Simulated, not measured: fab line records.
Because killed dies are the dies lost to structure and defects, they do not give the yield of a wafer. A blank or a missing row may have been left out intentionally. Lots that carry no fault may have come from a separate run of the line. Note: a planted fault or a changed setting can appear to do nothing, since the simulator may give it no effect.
8D (eight disciplines) problem report, filled in by code || flow n5_finfet || the parts of the form that need people (team, actions taken, sign-off) are left out

== 1. WHAT IS WRONG ==
Mean of susceptor_temp_C at N5_BEOL_M4_ILD_DEP_00: 345.86 C across 6 wafers in 2 lots; on wafers with no fault it is 349.99 C (standard deviation 0.19). That is -22 standard deviations from the usual mean.
The step: deposits SiOC from DEMS/O2, target thk 79 nm, time 15.3 s.
First observed at day 13 12:56: wafer L430.2, on pecvd-01. The record holds 17 wafers of 6 lots with a number at this step. Rule for "out", or "out of limits": more than 4 standard deviations from the usual mean. The rest of the wafers with a number are treated as sound.

== 2. WHAT THIS IS AND IS NOT ==
{"question": "which readings at this step", "is": "susceptor_temp_C", "is not": "showerhead_plenum_p_Torr"}
{"question": "which lots", "is": "L429, L430", "is not": "L414, L415, L428, L431"}
{"question": "which wafers of those lots", "is": "all that have a number", "is not": "-"}
{"question": "read on which tools", "is": "pecvd-01", "is not": "pecvd-02, pecvd-03"}
{"question": "when", "is": "from day 13 12:56", "is not": "up to then (8 sound wafers); but 3 sound wafers of L431 came after"}

== 3. WHAT RULES OUT EACH SUSPECT ==
Counting: a tool at any process step up to the reading remains a suspect when it ran all the lots that are out and ran no sound lot after the first of those.
- pecvd-01 at N5_BEOL_M4_ILD_DEP_00 (deposits SiOC from DEMS/O2, target thk 79 nm, time 15.3 s): kept. It ran every lot that is out, first L430 (day 13 12:56), and no sound lot after that; its last sound lot up to then is L428 (day 13 06:10). Out on those wafers are its own readings of susceptor_temp_C.
After counting, what remains is pecvd-01 at N5_BEOL_M4_ILD_DEP_00.

== 4. THE CAUSE (what the simulator had put in) ==
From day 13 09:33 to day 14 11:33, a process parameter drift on pecvd-01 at N5_BEOL_M4_ILD_DEP_00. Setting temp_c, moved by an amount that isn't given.
Counting left only this tool.

== 5. THE EFFECT CHAIN, in route order ==
One row per reading whose mean, taken over the struck wafers that have a number, lies over 3 standard deviations from the usual. Only readings for which the record gives a usual standard deviation are gone through. hours: the time from each lot's start at the first step in this table that gives one to its start at this step, as a median over the lots. sigmas: the change in usual standard deviations.
{"hours": 0, "step": "N5_BEOL_M4_ILD_DEP_00", "reading": "susceptor_temp_C", "usual": "349.99 C", "on struck wafers": 345.86, "change": -4.13, "sigmas": -22}
Here are the process steps it includes:
- N5_BEOL_M4_ILD_DEP_00: deposits SiOC from DEMS/O2, target thk 79 nm, time 15.3 s.
Later steps that measure or inspect, where all struck wafers having a row at the step show a number for every such reading and not one has moved that far: N5_BEOL_M4_THK_MEAS_01, N5_BEOL_M4_RC_MEAS_101.

== 6. WHAT WOULD HAVE CAUGHT IT SOONER ==
The fault began at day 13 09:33; the first out-of-limits reading in this record came at day 13 12:56, 3 hours later.
